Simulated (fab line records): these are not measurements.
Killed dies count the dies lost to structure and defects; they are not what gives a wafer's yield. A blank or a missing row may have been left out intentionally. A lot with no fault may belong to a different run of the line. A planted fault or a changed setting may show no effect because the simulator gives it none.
Split-lot experiment + flow n5-finfet + 21 wafers read across 7 lots, on a route 1938 steps long

== SPLIT DETAILS ==
At N5_SD_EPI_N_PEB_07 (peb time 60 s), the setting peb-time-s was moved away from the recipe's 60 s on 4 of the 21 wafers read, by -17.8% to +9.3%. All remaining wafers had this setting at the recipe value.

== BETWEEN THE SPLIT AND THE READING: the file shows 1 step in between ==
- N5_SD_EPI_N_DEVELOP_08: develop time 30 s

== THE READING ==
cd-nm, in nm, at N5_SD_EPI_N_CD_MEAS_09 (target cd 120 nm). On this fab line, fault-free wafers typically give 120.3 nm with a standard deviation of 0.69 nm.

| wafer  | tool, chamber at the split | peb-time-s as run, s | against the recipe | cd-nm, nm | against lot-mates on the recipe |
|--------|----------------------------|----------------------|--------------------|-----------|---------------------------------|
| L081.1 | litho-track-03, 0          | 60                   | recipe             | 124.8     | -                               |
| L081.4 | litho-track-03, 0          | 49.35                | -17.8%             | 113.5     | -11.3                           |
| L081.5 | litho-track-03, 0          | 49.35                | -17.8%             | 112.1     | -12.7                           |
| L083.1 | litho-track-04, 0          | 60                   | recipe             | 120.2     | -                               |
| L083.4 | litho-track-04, 0          | 60                   | recipe             | 119.8     | -                               |
| L083.5 | litho-track-04, 0          | 60                   | recipe             | 118.6     | -                               |
| L084.1 | litho-track-03, 0          | 65.59                | +9.3%              | 124.5     | +3.3                            |
| L084.3 | litho-track-03, 0          | 60                   | recipe             | 121.7     | -                               |
| L084.6 | litho-track-03, 0          | 60                   | recipe             | 120.6     | -                               |
| L085.4 | litho-track-03, 0          | 60                   | recipe             | 120.8     | -                               |
| L085.5 | litho-track-03, 0          | 60                   | recipe             | 120.7     | -                               |
| L085.6 | litho-track-03, 0          | 60                   | recipe             | 121.0     | -                               |
| L086.2 | litho-track-04, 0          | 60                   | recipe             | 120.5     | -                               |
| L086.4 | litho-track-04, 0          | 60                   | recipe             | 125.2     | -                               |
| L086.6 | litho-track-04, 0          | 60                   | recipe             | 120.4     | -                               |
| L088.3 | litho-track-04, 0          | 60                   | recipe             | 120.2     | -                               |
| L088.4 | litho-track-04, 0          | 60                   | recipe             | 119.6     | -                               |
| L088.5 | litho-track-04, 0          | 54.41                | -9.3%              | 116.7     | -3.2                            |
| L095.3 | litho-track-03, 0          | 60                   | recipe             | 120.5     | -                               |
| L095.4 | litho-track-03, 0          | 60                   | recipe             | 120.3     | -                               |
| L095.6 | litho-track-03, 0          | 60                   | recipe             | 120.0     | -                               |

FIT RESULTS
A straight line over all 21 wafers: cd-nm changes by +0.445 nm for each +1% of peb-time-s; r = +0.87; the points scatter about the line by 1.6 nm.
The same after taking each lot's own level away (the mean of its wafers on the recipe; 21 wafers): +0.601 nm for each +1%; r = +0.94; scatter 1.3 nm.
The reading moves by 11 nm for the largest change in peb-time-s, on that fit.
From 119.53 to 124.80 nm: that is the span of the lots' own levels, equal to 7.6 times the standard deviation above.
Hence the slope depends on the lot-to-lot level, as the two fits are not the same.
Check: -10.4 nm against its lot-mates is what the line predicts for one of the wafers moved furthest among these (-17.8%) when that wafer is left out of the fit. It came out at -11.3 nm against them.

== THE WHOLE CHAIN: every reading that the file lists as answering this split, in the file's order ==
| step                   | what it does                                           | reading                                                         | change (the file's fit)               | r (the file's) |
|------------------------|--------------------------------------------------------|-----------------------------------------------------------------|---------------------------------------|----------------|
| N5_SD_EPI_N_CD_MEAS_09 | target cd 120 nm                                       | cd-nm                                                           | +0.562 nm for each +1% of the setting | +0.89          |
| N5_SD_EPI_N_DESCUM_14  | chemistry O2, time 7.9 s                               | SD_EPI_N.cd-nm (the simulator's own value, which no gauge read) | +0.554 nm for each +1% of the setting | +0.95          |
| N5_SD_EPI_N_ETCH_34    | etches SiARC in CF4, target depth 45.5 nm, time 75.8 s | SD_EPI_N.cd-nm (the simulator's own value, which no gauge read) | +0.543 nm for each +1% of the setting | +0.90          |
| N5_SD_EPI_N_ETCH_35    | etches SOC in N2/H2, overetch 108 nm, time 486 s       | SD_EPI_N.cd-nm (the simulator's own value, which no gauge read) | +0.529 nm for each +1% of the setting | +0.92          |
| N5_SD_EPI_N_ETCH_45    | etches SiOCN in CH3F/O2, target depth 6 nm             | SD_EPI_N.cd-nm (the simulator's own value, which no gauge read) | +0.521 nm for each +1% of the setting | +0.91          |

== FILE'S OWN FIT ==
cd-nm changes by +0.562 nm for each +1% of peb-time-s, r = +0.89.
